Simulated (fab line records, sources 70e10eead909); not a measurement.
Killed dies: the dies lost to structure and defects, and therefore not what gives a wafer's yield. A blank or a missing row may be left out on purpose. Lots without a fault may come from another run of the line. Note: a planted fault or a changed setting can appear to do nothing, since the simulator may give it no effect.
fab line records -- flow nandHarc
record: lots: 24, wafers: 72, lastDay: 24
route steps=1159 shown A_STAIRCASE@594 A_SGD_CUT@760
lots with no fault: from the same line, run without faults
startH: hours from the record's opening day to when the first of the lot's shown wafers began -- waitH: hours elapsed since this lot's preceding step -- " unchanged from the row above -- L1.1+2: a single row standing in for several wafers -- - either no value or no given start -- * or withheld: withheld -- < > ~ a bound
route shown NAME@n: a module of which the file shows steps, and the number in the route of the first -- usual: mean/standard deviation of fault-free wafers -- same: alike in all rows -- chamber/n: place in a boat -- sites: each site's reading -- _std_site: standard deviation across them -- _edge_site: mean of outer sites minus mean of inner sites -- radiusMm: for every site, how far away it sits from the centre of the wafer -- mask NAME#n: copy n -- behind: the tool/chamber that last shaped the wafer -- hold: reason for holding the lot/hours on hold/outcome of the hold -- device: names the non-switching transistor (n, p or np) -- end of line: the route-end tests of the same wafers -- step lacking rows: just its recipe -- killed: dies lost to structure and defects at the first sort, not the wafer's yield -- map: dies across one wafer; x = killed, . = not, _ = none there
set.NAME: the setting that was run; set.NAME@STEP: the one run at that earlier step -- model.NAME: the simulator's own value behind a step, which no gauge read
a sample of lots followed through the steps of the route, with each step as a table and each wafer as a row
services: from which hour (startH, from the record's first day; less than 0 if before it) a tool's chamber was out of use, for how many hours, and why
== steps ==
step: NHARC_A_STAIRCASE_TRIM_200
recipe: timeS: 211.2, o2FlowSccm: 500, arFlowSccm: 0, biasW: 0, chemistry: O2
usual: drypumpMotorCurrentA: 5.54/0.28, mfcArSccm: 0.006/0.0056, oesProductAu: 0.997/0.0099, rfVppV: 57.7/0.86, showerheadPlenumPTorr: 3.51/0.14, throttleValvePct: 17.037/0.0089
lot.wafer,tool,chamber,startH,waitH,drypumpMotorCurrentA,mfcArSccm,oesProductAu,rfHoursCounterH,rfVppV,showerheadPlenumPTorr,throttleValvePct
L075.4,rieDiel-01,3,-,-,5.00,0.005,0.990,31,56.8,3.66,17.029
L075.3,rieDiel-01,0,-,-,5.47,0,0.993,36,56.7,3.54,17.037
L075.6,rieDiel-01,0,-,-,5.46,0,1.001,-,56.9,3.54,17.045
L074.4,rieDiel-08,1,-,-,5.42,0.005,1.003,44,57.3,3.50,17.037
L074.1,rieDiel-08,2,-,-,5.57,0.008,1.010,42,56.3,3.64,17.047
L074.6,rieDiel-08,0,-,-,5.79,0.016,0.989,-,56.7,3.36,17.033
L077.1,rieDiel-08,2,-,-,5.57,0.008,1.009,47,57.7,3.64,17.029
L077.4,rieDiel-08,0,-,-,5.81,0.016,0.983,42,58.2,3.35,17.042
L077.3,rieDiel-08,1,-,-,5.41,0.005,1.000,48,58.2,3.49,17.045
L076.3,rieDiel-08,0,-,-,5.84,0.016,0.987,42,56.8,3.35,17.036
L076.5,rieDiel-08,1,-,-,5.43,0.005,1.003,-,57.8,3.49,17.034
L076.6,rieDiel-08,2,-,-,5.57,0.008,1.027,-,58.6,3.64,17.030
L078.4,rieDiel-08,1,-,-,5.44,0.005,0.996,55,57.1,3.49,17.034
L078.6,rieDiel-08,1,-,-,5.46,0.005,0.993,-,57.8,3.49,17.032
L078.5,rieDiel-08,2,-,-,5.54,0.008,1.014,-,58.2,3.64,17.024
L079.1,rieDiel-01,3,-,-,5.00,0.005,0.993,43,56.5,3.65,17.044
L079.6,rieDiel-01,3,-,-,5.05,0.005,0.999,-,57.1,3.65,17.049
L079.5,rieDiel-01,0,-,-,5.46,0,1.008,-,57.8,3.53,17.024
L080.2,rieDiel-01,2,-,-,5.69,0.011,0.995,51,59.8,3.61,17.048
L080.3,rieDiel-01,3,-,-,5.06,0.005,0.994,45,58.8,3.65,17.029
L080.4,rieDiel-01,1,-,-,5.63,0,1.001,47,59.1,3.78,17.041
L081.1,rieDiel-08,1,-,-,5.46,0.005,1.002,62,58.1,3.49,17.040
L081.6,rieDiel-08,0,-,-,5.80,0.016,0.986,-,56.0,3.35,17.035
L081.5,rieDiel-08,1,-,-,5.46,0.005,1.001,-,57.6,3.49,17.028
L082.4,rieDiel-01,3,-,-,5.04,0.005,0.990,51,58.1,3.65,17.042
L082.1,rieDiel-01,0,-,-,5.55,0,1.003,57,56.6,3.53,17.031
L082.5,rieDiel-01,2,-,-,5.69,0.011,0.989,-,56.7,3.61,17.044
L084.3,rieDiel-08,3,-,-,5.77,0,0.996,66,57.0,3.32,17.024
L084.2,rieDiel-08,0,-,-,5.82,0.016,0.986,60,58.0,3.35,17.038
L084.4,rieDiel-08,1,-,-,5.45,0.005,0.997,-,56.5,3.49,17.050
L083.1,rieDiel-08,1,-,-,5.42,0.005,1.000,67,57.7,3.49,17.036
L083.3,rieDiel-08,3,-,-,5.79,0,0.992,67,57.2,3.31,17.041
L083.5,rieDiel-08,0,-,-,5.84,0.016,0.985,-,58.1,3.35,17.039
L087.4,rieDiel-08,1,-,-,5.43,0.005,1.001,5,57.8,3.48,17.041
L087.1,rieDiel-08,3,-,-,5.81,0,0.975,5,57.8,3.31,17.047
L087.2,rieDiel-08,0,-,-,5.81,0.016,0.975,5,57.3,3.34,17.041
L085.2,rieDiel-08,0,-,-,5.80,0.016,0.988,5,56.4,3.34,17.028
L085.3,rieDiel-08,2,-,-,5.56,0.008,0.995,5,56.6,3.63,17.055
L085.5,rieDiel-08,0,-,-,5.79,0.016,0.979,-,58.2,3.34,17.062
L086.2,rieDiel-09,2,-,-,5.62,0,1.007,17,57.1,3.37,17.039
L086.6,rieDiel-09,3,-,-,6.06,0.008,0.993,-,57.8,3.62,17.052
L086.5,rieDiel-09,0,-,-,4.90,0.013,1.009,-,56.9,3.45,17.030
L088.1,rieDiel-09,0,-,-,4.95,0.013,1.003,27,57.0,3.45,17.047
L088.2,rieDiel-09,2,-,-,5.61,0,0.985,19,58.3,3.37,17.035
L088.4,rieDiel-09,3,-,-,6.04,0.008,0.979,28,59.0,3.62,17.039
L089.2,rieDiel-08,1,-,-,5.41,0.005,1.001,7,57.6,3.48,17.027
L089.4,rieDiel-08,2,-,-,5.56,0.008,1.001,7,58.3,3.63,17.037
L089.5,rieDiel-08,2,-,-,5.56,0.008,1.010,-,58.7,3.63,17.041
L091.3,rieDiel-08,0,-,-,5.79,0.016,0.991,13,56.5,3.34,17.045
L091.6,rieDiel-08,3,-,-,5.76,0,0.991,-,57.0,3.31,17.041
L091.5,rieDiel-08,0,-,-,5.81,0.016,0.993,-,57.7,3.34,17.044
L090.3,rieDiel-09,2,-,-,5.64,0,1.000,26,57.7,3.37,17.045
L090.1,rieDiel-09,0,-,-,4.94,0.013,1.001,32,56.5,3.44,17.039
L090.5,rieDiel-09,3,-,-,6.06,0.008,0.992,-,58.5,3.61,17.041
L092.3,rieDiel-01,3,-,-,5.02,0.005,1.005,3,57.2,3.64,17.046
L092.4,rieDiel-01,0,-,-,5.45,0,1.007,12,58.7,3.52,17.022
L092.1,rieDiel-01,1,-,-,5.62,0,1.010,11,59.9,3.76,17.052
L093.4,rieDiel-01,0,-,-,5.53,0,0.998,13,57.3,3.51,17.054
L093.1,rieDiel-01,1,-,-,5.63,0,0.999,13,59.1,3.76,17.024
L093.6,rieDiel-01,3,-,-,5.03,0.005,0.998,-,58.1,3.64,17.030
L096.1,rieDiel-01,1,-,-,5.65,0,1.007,16,58.4,3.76,17.027
L096.4,rieDiel-01,2,-,-,5.72,0.011,1.001,16,58.9,3.59,17.031
L096.6,rieDiel-01,3,-,-,5.03,0.005,0.997,-,58.1,3.63,17.022
L094.1,rieDiel-01,3,-,-,5.00,0.005,0.985,8,59.0,3.63,17.045
L094.2,rieDiel-01,1,-,-,5.67,0,0.986,16,58.5,3.76,17.031
L094.5,rieDiel-01,0,-,-,5.52,0,0.994,-,57.3,3.51,17.042
L095.3,rieDiel-08,1,-,-,5.43,0.005,0.996,24,58.5,3.47,17.044
L095.6,rieDiel-08,3,-,-,5.79,0,0.985,-,58.0,3.30,17.039
L095.5,rieDiel-08,1,-,-,5.45,0.005,0.999,-,59.4,3.47,17.028
L097.3,rieDiel-01,0,-,-,5.50,0,1.018,24,57.3,3.51,17.042
L097.4,rieDiel-01,1,-,-,5.62,0,1.017,24,58.0,3.76,17.047
L097.5,rieDiel-01,0,-,-,5.50,0,1.000,-,57.6,3.51,17.050
step: NHARC_A_STAIRCASE_ETCH_203
recipe: targetDepthA: 1000, timeS: 40.5, ionEnergyEv: 400, c4f8FlowSccm: 20, o2FlowSccm: 10, arFlowSccm: withheld, rfW: 600, biasW: 1000, chemistry: C4F8/O2
usual: oesProductAu: 0.936/0.012, rfVppV: 895/5.3
lot.wafer,tool,chamber,startH,waitH,oesProductAu,rfHoursCounterH,rfVppV
L075.3,rieDiel-01,2,-,-,0.934,37,901
L075.4,rieDiel-01,0,-,-,0.931,37,897
L075.6,rieDiel-01,3,-,-,0.914,-,900
L074.1,rieDiel-08,2,-,-,0.957,42,900
L074.4,rieDiel-08,0,-,-,0.934,38,892
L074.6,rieDiel-08,2,-,-,0.959,-,898
L077.1,rieDiel-08,2,-,-,0.952,47,901
L077.3,rieDiel-08,3,-,-,0.923,48,887
L077.4,rieDiel-08,0,-,-,0.916,43,890
L076.3,rieDiel-08,0,-,-,0.931,43,889
L076.6,rieDiel-08,0,-,-,0.910,-,890
L076.5,rieDiel-08,1,-,-,0.928,-,896
L078.4,rieDiel-08,0,-,-,0.928,48,890
L078.6,rieDiel-08,0,-,-,0.929,-,889
L078.5,rieDiel-08,1,-,-,0.940,-,895
L079.1,rieDiel-01,0,-,-,0.954,49,895
L079.5,rieDiel-01,1,-,-,0.935,-,905
L079.6,rieDiel-01,2,-,-,0.941,-,897
L080.3,rieDiel-01,0,-,-,0.963,51,896
L080.2,rieDiel-01,1,-,-,0.955,47,904
L080.4,rieDiel-01,3,-,-,0.953,45,901
L081.1,rieDiel-08,1,-,-,0.929,64,895
L081.6,rieDiel-08,1,-,-,0.913,-,895
L081.5,rieDiel-08,3,-,-,0.923,-,889
L082.4,rieDiel-01,3,-,-,0.930,52,901
L082.1,rieDiel-01,1,-,-,0.959,55,904
L082.5,rieDiel-01,2,-,-,0.939,-,899
L084.2,rieDiel-08,0,-,-,0.918,60,889
L084.3,rieDiel-08,3,-,-,0.928,66,888
L084.4,rieDiel-08,0,-,-,0.906,-,889
L083.3,rieDiel-08,3,-,-,0.932,67,888
L083.1,rieDiel-08,1,-,-,0.935,67,894
L083.5,rieDiel-08,1,-,-,0.936,-,894
L087.2,rieDiel-08,2,-,-,0.936,5,900
L087.4,rieDiel-08,3,-,-,0.927,6,889
L087.1,rieDiel-08,0,-,-,0.935,5,888
L085.2,rieDiel-08,2,-,-,0.943,5,899
L085.3,rieDiel-08,3,-,-,0.931,6,888
L085.5,rieDiel-08,2,-,-,0.942,-,901
L086.2,rieDiel-09,0,-,-,0.935,26,893
L086.6,rieDiel-09,2,-,-,0.928,-,891
L086.5,rieDiel-09,3,-,-,0.920,-,900
L088.4,rieDiel-09,1,-,-,0.949,26,895
L088.2,rieDiel-09,2,-,-,0.928,19,888
L088.1,rieDiel-09,0,-,-,0.949,27,894
L089.2,rieDiel-08,3,-,-,0.935,8,887
L089.4,rieDiel-08,1,-,-,0.963,7,896
L089.5,rieDiel-08,0,-,-,0.932,-,891
L091.3,rieDiel-08,1,-,-,0.944,13,896
L091.6,rieDiel-08,0,-,-,0.926,-,888
L091.5,rieDiel-08,1,-,-,0.937,-,895
L090.1,rieDiel-09,1,-,-,0.945,32,895
L090.3,rieDiel-09,0,-,-,0.975,32,892
L090.5,rieDiel-09,1,-,-,0.940,-,896
L092.1,rieDiel-01,1,-,-,0.931,12,905
L092.3,rieDiel-01,2,-,-,0.929,12,899
L092.4,rieDiel-01,3,-,-,0.932,3,900
L093.1,rieDiel-01,0,-,-,0.943,14,895
L093.4,rieDiel-01,1,-,-,0.946,13,904
L093.6,rieDiel-01,3,-,-,0.939,-,899
L096.4,rieDiel-01,0,-,-,0.950,17,897
L096.1,rieDiel-01,1,-,-,0.927,16,904
L096.6,rieDiel-01,0,-,-,0.944,-,896
L094.1,rieDiel-01,3,-,-,0.930,9,901
L094.2,rieDiel-01,2,-,-,0.932,17,898
L094.5,rieDiel-01,0,-,-,0.938,-,897
L095.3,rieDiel-08,3,-,-,0.928,23,887
L095.5,rieDiel-08,0,-,-,0.934,-,889
L095.6,rieDiel-08,1,-,-,0.930,-,894
L097.4,rieDiel-01,0,-,-,0.935,25,896
L097.3,rieDiel-01,1,-,-,0.938,24,905
L097.5,rieDiel-01,3,-,-,0.951,-,900
step: NHARC_A_STAIRCASE_DEP_259
recipe: targetThkA: 300, targetThkNm: 30, tempC: 400, pressureTorr: 3.5, flowSccm: 200, rfW: 350, material: SiON
usual: heaterPowerW: 749/76, showerheadVppV: 1145/45
lot.wafer,tool,chamber,startH,waitH,heaterPowerW,showerheadVppV
L075.3,pecvd-01,2,250.30,1.2,695,1157
L075.4,pecvd-01,1,250.30,1.2,713,1156
L075.6,pecvd-01,2,250.30,1.2,682,1147
L074.1,pecvd-03,2,251.94,1.6,688,1161
L074.6,pecvd-03,1,251.94,1.6,855,1126
L074.4,pecvd-03,2,251.94,1.6,690,1160
L077.3,pecvd-03,2,265.70,0.9,684,1140
L077.1,pecvd-03,0,265.70,0.9,659,1193
L077.4,pecvd-03,2,265.70,0.9,679,1151
L076.3,pecvd-03,1,266.82,0.9,860,1144
L076.5,pecvd-03,1,266.82,0.9,874,1131
L076.6,pecvd-03,2,266.82,0.9,653,1139
L078.5,pecvd-01,0,282.31,0.7,736,1235
L078.6,pecvd-01,1,282.31,0.7,684,1164
L078.4,pecvd-01,2,282.31,0.7,770,1152
L079.1,pecvd-01,0,283.82,1.6,706,1215
L079.5,pecvd-01,1,283.82,1.6,775,1141
L079.6,pecvd-01,0,283.82,1.6,693,1249
L080.2,pecvd-03,0,289.96,1.3,660,1174
L080.3,pecvd-03,2,289.96,1.3,598,1168
L080.4,pecvd-03,0,289.96,1.3,686,1186
L081.1,pecvd-04,0,301.09,1.6,905,1079
L081.6,pecvd-04,1,301.09,1.6,807,1103
L081.5,pecvd-04,0,301.09,1.6,881,1062
L082.1,pecvd-04,2,304.84,1.6,667,1141
L082.5,pecvd-04,1,304.84,1.6,875,1105
L082.4,pecvd-04,0,304.84,1.6,818,1054
L084.3,pecvd-03,0,310.24,1.0,768,1170
L084.2,pecvd-03,1,310.24,1.0,854,1136
L084.4,pecvd-03,2,310.24,1.0,709,1172
L083.3,pecvd-04,1,310.56,1.0,810,1107
L083.1,pecvd-04,2,310.56,1.0,746,1170
L083.5,pecvd-04,0,310.56,1.0,795,1072
L087.2,pecvd-04,1,332.62,1.3,834,1086
L087.1,pecvd-04,2,332.62,1.3,735,1170
L087.4,pecvd-04,2,332.62,1.3,742,1158
L085.3,pecvd-04,0,333.10,1.0,857,1061
L085.2,pecvd-04,2,333.10,1.0,760,1161
L085.5,pecvd-04,1,333.10,1.0,713,1106
L086.2,pecvd-03,1,333.39,1.3,826,1135
L086.6,pecvd-03,0,333.39,1.3,617,1184
L086.5,pecvd-03,1,333.39,1.3,862,1139
L089.2,pecvd-01,2,340.58,1.2,749,1141
L089.5,pecvd-01,2,340.58,1.2,760,1130
L089.4,pecvd-01,0,340.58,1.2,655,1255
L088.1,pecvd-04,1,341.63,1.8,741,1109
L088.2,pecvd-04,0,341.63,1.8,834,1063
L088.4,pecvd-04,1,341.63,1.8,736,1086
L091.3,pecvd-04,0,349.62,1.0,807,1075
L091.6,pecvd-04,1,349.62,1.0,812,1109
L091.5,pecvd-04,0,349.62,1.0,807,1060
L090.1,pecvd-03,0,351.46,1.6,750,1198
L090.3,pecvd-03,1,351.46,1.6,805,1142
L090.5,pecvd-03,2,351.46,1.6,635,1145
L092.3,pecvd-04,0,365.67,0.9,853,1077
L092.1,pecvd-04,1,365.67,0.9,820,1092
L092.4,pecvd-04,1,365.67,0.9,827,1085
L093.1,pecvd-01,0,372.24,1.6,695,1259
L093.4,pecvd-01,2,372.24,1.6,747,1135
L093.6,pecvd-01,0,372.24,1.6,692,1240
L096.1,pecvd-01,0,376.34,1.5,661,1249
L096.6,pecvd-01,0,376.34,1.5,646,1245
L096.4,pecvd-01,1,376.34,1.5,777,1152
L094.2,pecvd-03,2,377.42,1.2,693,1126
L094.1,pecvd-03,1,377.42,1.2,898,1149
L094.5,pecvd-03,0,377.42,1.2,649,1191
L095.3,pecvd-03,2,381.54,1.1,679,1140
L095.5,pecvd-03,0,381.54,1.1,685,1205
L095.6,pecvd-03,1,381.54,1.1,796,1131
L097.3,pecvd-03,0,400.17,1.0,708,1157
L097.5,pecvd-03,0,400.17,1.0,694,1186
L097.4,pecvd-03,2,400.17,1.0,721,1148
step: NHARC_A_STAIRCASE_ETCH_294
recipe: targetDepthA: 49920, timeS: 1212.4, ionEnergyEv: 800, c4f8FlowSccm: 80, o2FlowSccm: 60, arFlowSccm: withheld, rfW: 600, biasW: 3000, chemistry: C4F8/O2/Ar
usual: oesProductAu: 0.930/0.012, rfVppV: 1826/10
lot.wafer,tool,chamber,startH,waitH,oesProductAu,rfHoursCounterH,rfVppV
L075.3,rieDiel-01,1,-,-,0.936,37,1845
L075.4,rieDiel-01,2,-,-,0.927,41,1832
L075.6,rieDiel-01,3,-,-,0.910,-,1835
L074.1,rieDiel-08,3,-,-,0.937,47,1811
L074.4,rieDiel-08,0,-,-,0.929,42,1813
L074.6,rieDiel-08,3,-,-,0.949,-,1812
L077.3,rieDiel-01,2,-,-,0.931,46,1833
L077.4,rieDiel-01,3,-,-,0.941,41,1835
L077.1,rieDiel-01,0,-,-,0.961,46,1826
L076.3,rieDiel-08,1,-,-,0.920,53,1823
L076.6,rieDiel-08,2,-,-,0.949,-,1834
L076.5,rieDiel-08,3,-,-,0.915,-,1811
L078.4,rieDiel-09,0,-,-,0.926,-,1821
L078.6,rieDiel-09,1,-,-,0.919,-,1828
L078.5,rieDiel-09,3,-,-,0.912,-,1835
L079.1,rieDiel-01,3,-,-,0.951,48,1836
L079.5,rieDiel-01,3,-,-,0.953,-,1836
L079.6,rieDiel-01,0,-,-,0.942,-,1828
L080.4,rieDiel-01,1,-,-,0.948,54,1845
L080.2,rieDiel-01,2,-,-,0.933,57,1833
L080.3,rieDiel-01,3,-,-,0.935,51,1835
L081.1,rieDiel-09,3,-,-,0.917,17,1833
L081.6,rieDiel-09,3,-,-,0.921,-,1834
L081.5,rieDiel-09,1,-,-,0.921,-,1827
L082.1,rieDiel-01,1,-,-,0.934,63,1846
L082.4,rieDiel-01,0,-,-,0.933,-,1825
L082.5,rieDiel-01,1,-,-,0.930,-,1843
L084.2,rieDiel-08,3,-,-,0.921,0,1810
L084.3,rieDiel-08,1,-,-,0.932,0,1825
L084.4,rieDiel-08,2,-,-,0.928,0,1835
L083.3,rieDiel-08,2,-,-,0.934,1,1834
L083.1,rieDiel-08,1,-,-,0.933,1,1824
L083.5,rieDiel-08,2,-,-,0.923,-,1834
L087.1,rieDiel-09,2,-,-,0.937,22,1813
L087.2,rieDiel-09,3,-,-,0.925,29,1833
L087.4,rieDiel-09,0,-,-,0.928,29,1822
L085.2,rieDiel-01,0,-,-,0.935,4,1827
L085.3,rieDiel-01,1,-,-,0.911,4,1845
L085.5,rieDiel-01,1,-,-,0.920,-,1844
L086.2,rieDiel-08,1,-,-,0.931,11,1823
L086.6,rieDiel-08,0,-,-,0.923,-,1815
L086.5,rieDiel-08,1,-,-,0.924,-,1823
L089.2,rieDiel-01,2,-,-,0.928,7,1833
L089.4,rieDiel-01,1,-,-,0.940,-,1844
L089.5,rieDiel-01,2,-,-,0.930,-,1832
L088.1,rieDiel-08,0,-,-,0.940,14,1811
L088.4,rieDiel-08,2,-,-,0.928,12,1834
L088.2,rieDiel-08,3,-,-,0.939,13,1810
L091.3,rieDiel-08,3,-,-,0.921,16,1810
L091.5,rieDiel-08,2,-,-,0.932,-,1833
L091.6,rieDiel-08,3,-,-,0.921,-,1810
L090.1,rieDiel-09,1,-,-,0.942,36,1827
L090.3,rieDiel-09,2,-,-,0.940,30,1814
L090.5,rieDiel-09,1,-,-,0.942,-,1827
L092.4,rieDiel-08,0,-,-,0.909,23,1812
L092.3,rieDiel-08,2,-,-,0.916,22,1835
L092.1,rieDiel-08,3,-,-,0.919,22,1810
L093.1,rieDiel-09,0,-,-,0.923,45,1820
L093.4,rieDiel-09,3,-,-,0.918,45,1832
L093.6,rieDiel-09,1,-,-,0.923,-,1826
L096.4,rieDiel-08,3,-,-,0.931,26,1808
L096.1,rieDiel-08,0,-,-,0.931,27,1811
L096.6,rieDiel-08,2,-,-,0.960,-,1834
L094.2,rieDiel-01,2,-,-,0.944,20,1831
L094.1,rieDiel-01,1,-,-,0.954,20,1845
L094.5,rieDiel-01,2,-,-,0.939,-,1833
L095.3,rieDiel-08,1,-,-,0.948,30,1823
L095.6,rieDiel-08,0,-,-,0.927,-,1810
L095.5,rieDiel-08,1,-,-,0.943,-,1822
L097.4,rieDiel-09,3,-,-,0.916,55,1833
L097.3,rieDiel-09,0,-,-,0.933,56,1820
L097.5,rieDiel-09,2,-,-,0.923,-,1815
step: NHARC_A_STAIRCASE_INSPECT_155
usual: rawDefectCount: 408/170
lot.wafer,tool,chamber,startH,waitH,rawDefectCount
L075.3,defectInspect-01,-,305.57,0.1,238
L075.4,defectInspect-01,-,305.57,0.1,170
L075.6,defectInspect-01,-,305.57,0.1,199
L074.1,defectInspect-01,-,307.21,0.1,222
L074.4,defectInspect-01,-,307.21,0.1,323
L074.6,defectInspect-01,-,307.21,0.1,396
L077.1,defectInspect-01,-,315.57,0.1,856
L077.3,defectInspect-01,-,315.57,0.1,523
L077.4,defectInspect-01,-,315.57,0.1,587
L076.3,defectInspect-01,-,315.87,0.1,460
L076.5,defectInspect-01,-,315.87,0.1,363
L076.6,defectInspect-01,-,315.87,0.1,518
L079.1,defectInspect-01,-,337.15,0.1,476
L079.5,defectInspect-01,-,337.15,0.1,556
L079.6,defectInspect-01,-,337.15,0.1,474
L078.4,defectInspect-01,-,337.40,0.1,353
L078.5,defectInspect-01,-,337.40,0.1,308
L078.6,defectInspect-01,-,337.40,0.1,463
L080.2,defectInspect-01,-,354.88,0.1,272
L080.3,defectInspect-01,-,354.88,0.1,339
L080.4,defectInspect-01,-,354.88,0.1,687
L081.1,defectInspect-01,-,355.03,0.1,371
L081.5,defectInspect-01,-,355.03,0.1,868
L081.6,defectInspect-01,-,355.03,0.1,494
L082.1,defectInspect-02,-,355.23,0.1,246
L082.4,defectInspect-02,-,355.23,0.1,367
L082.5,defectInspect-02,-,355.23,0.1,327
L084.2,defectInspect-01,-,367.81,0.1,610
L084.3,defectInspect-01,-,367.81,0.1,296
L084.4,defectInspect-01,-,367.81,0.1,704
L083.1,defectInspect-01,-,368.58,0.1,554
L083.3,defectInspect-01,-,368.58,0.1,303
L083.5,defectInspect-01,-,368.58,0.1,255
L087.1,defectInspect-01,-,384.59,0.1,804
L087.2,defectInspect-01,-,384.59,0.1,564
L087.4,defectInspect-01,-,384.59,0.1,614
L085.2,defectInspect-02,-,384.61,0.1,263
L085.3,defectInspect-02,-,384.61,0.1,423
L085.5,defectInspect-02,-,384.61,0.1,242
L086.2,defectInspect-01,-,386.04,0.1,292
L086.5,defectInspect-01,-,386.04,0.1,298
L086.6,defectInspect-01,-,386.04,0.1,366
L089.2,defectInspect-01,-,393.23,0.1,458
L089.4,defectInspect-01,-,393.23,0.1,734
L089.5,defectInspect-01,-,393.23,0.1,471
L088.1,defectInspect-01,-,393.38,0.1,328
L088.2,defectInspect-01,-,393.38,0.1,225
L088.4,defectInspect-01,-,393.38,0.1,451
L091.3,defectInspect-02,-,405.83,0.1,331
L091.5,defectInspect-02,-,405.83,0.1,355
L091.6,defectInspect-02,-,405.83,0.1,408
L090.1,defectInspect-02,-,406.09,0.1,505
L090.3,defectInspect-02,-,406.09,0.1,344
L090.5,defectInspect-02,-,406.09,0.1,340
L092.1,defectInspect-01,-,419.02,0.1,194
L092.3,defectInspect-01,-,419.02,0.1,204
L092.4,defectInspect-01,-,419.02,0.1,229
L096.1,defectInspect-02,-,436.04,0.1,281
L096.4,defectInspect-02,-,436.04,0.1,273
L096.6,defectInspect-02,-,436.04,0.1,268
L093.1,defectInspect-02,-,436.29,0.1,347
L093.4,defectInspect-02,-,436.29,0.1,297
L093.6,defectInspect-02,-,436.29,0.1,516
L094.1,defectInspect-01,-,436.54,0.1,342
L094.2,defectInspect-01,-,436.54,0.1,584
L094.5,defectInspect-01,-,436.54,0.1,712
L095.3,defectInspect-01,-,441.52,0.1,320
L095.5,defectInspect-01,-,441.52,0.1,362
L095.6,defectInspect-01,-,441.52,0.1,639
L097.3,defectInspect-02,-,453.30,0.1,295
L097.4,defectInspect-02,-,453.30,0.1,271
L097.5,defectInspect-02,-,453.30,0.1,234
step: NHARC_A_SGD_CUT_INSPECT_11
usual: rawDefectCount: 18/9.4
lot.wafer,tool,chamber,startH,waitH,rawDefectCount
L075.3,defectInspect-01,-,306.48,0.0,16
L075.4,defectInspect-01,-,306.48,0.0,25
L075.6,defectInspect-01,-,306.48,0.0,17
L074.1,defectInspect-01,-,308.12,0.0,7
L074.4,defectInspect-01,-,308.12,0.0,10
L074.6,defectInspect-01,-,308.12,0.0,4
L077.1,defectInspect-01,-,316.49,0.0,25
L077.3,defectInspect-01,-,316.49,0.0,19
L077.4,defectInspect-01,-,316.49,0.0,9
L076.3,defectInspect-02,-,316.81,0.0,12
L076.5,defectInspect-02,-,316.81,0.0,8
L076.6,defectInspect-02,-,316.81,0.0,9
L079.1,defectInspect-02,-,338.07,0.0,7
L079.5,defectInspect-02,-,338.07,0.0,13
L079.6,defectInspect-02,-,338.07,0.0,13
L078.4,defectInspect-01,-,338.32,0.0,14
L078.5,defectInspect-01,-,338.32,0.0,15
L078.6,defectInspect-01,-,338.32,0.0,25
L080.2,defectInspect-01,-,356.05,0.0,17
L080.3,defectInspect-01,-,356.05,0.0,14
L080.4,defectInspect-01,-,356.05,0.0,6
L081.1,defectInspect-02,-,356.24,0.0,10
L081.5,defectInspect-02,-,356.24,0.0,15
L081.6,defectInspect-02,-,356.24,0.0,8
L082.1,defectInspect-01,-,356.45,0.0,21
L082.4,defectInspect-01,-,356.45,0.0,22
L082.5,defectInspect-01,-,356.45,0.0,29
L084.2,defectInspect-02,-,368.60,0.0,17
L084.3,defectInspect-02,-,368.60,0.0,12
L084.4,defectInspect-02,-,368.60,0.0,13
L083.1,defectInspect-01,-,369.37,0.0,17
L083.3,defectInspect-01,-,369.37,0.0,28
L083.5,defectInspect-01,-,369.37,0.0,20
L087.1,defectInspect-02,-,385.53,0.0,12
L087.2,defectInspect-02,-,385.53,0.0,11
L087.4,defectInspect-02,-,385.53,0.0,8
L085.2,defectInspect-02,-,385.72,0.0,22
L085.3,defectInspect-02,-,385.72,0.0,31
L085.5,defectInspect-02,-,385.72,0.0,25
L086.2,defectInspect-02,-,386.83,0.0,24
L086.5,defectInspect-02,-,386.83,0.0,25
L086.6,defectInspect-02,-,386.83,0.0,29
L089.2,defectInspect-02,-,394.01,0.0,22
L089.4,defectInspect-02,-,394.01,0.0,26
L089.5,defectInspect-02,-,394.01,0.0,27
L088.1,defectInspect-02,-,394.29,0.0,14
L088.2,defectInspect-02,-,394.29,0.0,11
L088.4,defectInspect-02,-,394.29,0.0,9
L091.3,defectInspect-02,-,406.86,0.0,11
L091.5,defectInspect-02,-,406.86,0.0,7
L091.6,defectInspect-02,-,406.86,0.0,17
L090.1,defectInspect-01,-,407.01,0.0,19
L090.3,defectInspect-01,-,407.01,0.0,28
L090.5,defectInspect-01,-,407.01,0.0,29
L092.1,defectInspect-02,-,419.93,0.0,8
L092.3,defectInspect-02,-,419.93,0.0,18
L092.4,defectInspect-02,-,419.93,0.0,2
L096.1,defectInspect-02,-,436.95,0.0,12
L096.4,defectInspect-02,-,436.95,0.0,7
L096.6,defectInspect-02,-,436.95,0.0,4
L093.1,defectInspect-01,-,437.22,0.0,30
L093.4,defectInspect-01,-,437.22,0.0,37
L093.6,defectInspect-01,-,437.22,0.0,34
L094.1,defectInspect-02,-,437.45,0.0,42
L094.2,defectInspect-02,-,437.45,0.0,28
L094.5,defectInspect-02,-,437.45,0.0,35
L095.3,defectInspect-01,-,442.44,0.0,14
L095.5,defectInspect-01,-,442.44,0.0,7
L095.6,defectInspect-01,-,442.44,0.0,10
L097.3,defectInspect-02,-,454.18,0.0,8
L097.4,defectInspect-02,-,454.18,0.0,16
L097.5,defectInspect-02,-,454.18,0.0,14
== services ==
tool,chamber,startH,hours,kind
rieDiel-08,0,232.05,-,clean
rieDiel-08,1,232.05,-,clean
rieDiel-08,2,232.05,-,clean
rieDiel-08,3,232.05,-,clean
pecvd-01,-,237.21,13.0,pm
rieDiel-09,-,245.02,0.4,repair
pecvd-04,2,250.01,4.5,repair
rieDiel-09,-,254.44,9.0,pm
rieDiel-08,0,256.55,-,clean
rieDiel-08,1,256.55,-,clean
rieDiel-08,2,256.55,-,clean
rieDiel-08,3,256.55,-,clean
rieDiel-09,2,278.74,10.0,repair
rieDiel-08,0,282.37,-,clean
rieDiel-08,1,282.37,-,clean
rieDiel-08,2,282.37,-,clean
pecvd-03,-,292.26,13.0,pm
rieDiel-09,2,295.60,8.1,repair
rieDiel-08,-,301.88,9.0,pm
rieDiel-01,2,306.60,9.9,repair
rieDiel-01,-,314.80,9.0,pm
rieDiel-01,3,331.80,21.5,repair
pecvd-04,-,376.00,13.0,pm
pecvd-01,2,401.50,17.3,repair
== key ==
fault none
